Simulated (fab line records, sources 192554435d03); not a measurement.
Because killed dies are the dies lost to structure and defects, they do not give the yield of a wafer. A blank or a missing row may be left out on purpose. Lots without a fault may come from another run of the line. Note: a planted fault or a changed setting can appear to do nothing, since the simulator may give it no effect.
Split-lot study + flow n5-finfet + route with 1938 steps; 7 lots, 21 wafers read

## ABOUT THE SPLIT
At N5_BEOL_M5_ETCH_41 (etches SiCN in CH3F/O2, target depth 31.5 nm, time 56.7 s), the setting source-w was moved away from the recipe's 395 W on 5 of the 21 wafers read, by -9.7% to +17.5%. All remaining wafers had this setting at the recipe value.

Reading taken at the split's own step.

## THE READING
rf-vpp-V, in V, at N5_BEOL_M5_ETCH_41 (etches SiCN in CH3F/O2, target depth 31.5 nm, time 56.7 s). Fault-free wafers of this fab line usually give 297.6 V, standard deviation 1.7 V.

| wafer  | tool, chamber at the split | source-w as run, W | against the recipe | rf-vpp-V, V | against lot-mates on the recipe |
|--------|----------------------------|--------------------|--------------------|-------------|---------------------------------|
| L075.3 | rie-diel-02, 2             | 429.2              | +8.7%              | 288.0       | -11.1                           |
| L075.4 | rie-diel-02, 3             | 395                | recipe             | 300.1       | -                               |
| L075.6 | rie-diel-02, 1             | 395                | recipe             | 298.2       | -                               |
| L074.2 | rie-diel-04, 3             | 395                | recipe             | 299.4       | -                               |
| L074.3 | rie-diel-04, 1             | 395                | recipe             | 297.3       | -                               |
| L074.6 | rie-diel-04, 3             | 395                | recipe             | 297.4       | -                               |
| L083.3 | rie-diel-04, 1             | 395                | recipe             | 298.1       | -                               |
| L083.4 | rie-diel-04, 3             | 395                | recipe             | 298.2       | -                               |
| L083.5 | rie-diel-04, 2             | 356.7              | -9.7%              | 306.2       | +8.1                            |
| L087.4 | rie-diel-02, 2             | 395                | recipe             | 296.3       | -                               |
| L087.5 | rie-diel-02, 0             | 395                | recipe             | 298.9       | -                               |
| L087.6 | rie-diel-02, 1             | 440                | +11.4%             | 288.0       | -9.6                            |
| L086.1 | rie-diel-02, 2             | 395                | recipe             | 295.1       | -                               |
| L086.2 | rie-diel-02, 0             | 395                | recipe             | 299.7       | -                               |
| L086.4 | rie-diel-02, 1             | 395                | recipe             | 298.2       | -                               |
| L091.2 | rie-diel-02, 2             | 464.1              | +17.5%             | 281.2       | -17.7                           |
| L091.3 | rie-diel-02, 1             | 464.1              | +17.5%             | 284.0       | -14.9                           |
| L091.5 | rie-diel-02, 0             | 395                | recipe             | 298.9       | -                               |
| L093.3 | rie-diel-04, 2             | 395                | recipe             | 297.1       | -                               |
| L093.5 | rie-diel-04, 2             | 395                | recipe             | 294.7       | -                               |
| L093.6 | rie-diel-04, 3             | 395                | recipe             | 297.4       | -                               |

THE FIT
A straight line over all 21 wafers: rf-vpp-V changes by -0.886 V for each +1% of source-w; r = -0.97; the points scatter about the line by 1.5 V.
The same after taking each lot's own level away (the mean of its wafers on the recipe; 21 wafers): -0.931 V for each +1%; r = -0.97; scatter 1.4 V.
Per that fit: largest source-w move, reading shift of 16 V.
The span of the lots' own levels, 296.40 to 299.15 V, comes to 1.6 times the standard deviation stated above.
The two slopes are in agreement: the lot-to-lot level therefore moves the slope only a little.
Check: with one of the wafers moved furthest among these (+17.5%) left out of the fit, the line predicts -15.8 V for it against its lot-mates. Against them it came out at -17.7 V.
Tool readings at the split's step, against how far the setting was moved: rf-vpp-V r = -0.97.

## ADDITIONAL SPLITS CARRIED BY THESE WAFERS
These wafers also went through other splits before the reading. Each is held against what the fit with the lots' levels taken away leaves over:
| other split on the same wafers | wafers away from the commonest value | r with rf-vpp-V (lot level and that fit taken away) |
|--------------------------------|--------------------------------------|-----------------------------------------------------|
| N5_BEOL_M2_DESCUM_16 time-s    | 8                                    | +0.10                                               |
| N5_BEOL_M3_COAT_68 spin-rpm    | 6                                    | +0.31                                               |
| N5_BEOL_M3_COAT_22 spin-rpm    | 6                                    | -0.15                                               |
| N5_BEOL_M4_PECVD_72 time-s     | 12                                   | -0.33                                               |

## FILE'S OWN FIT
rf-vpp-V changes by -0.941 V for each +1% of source-w, r = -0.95.
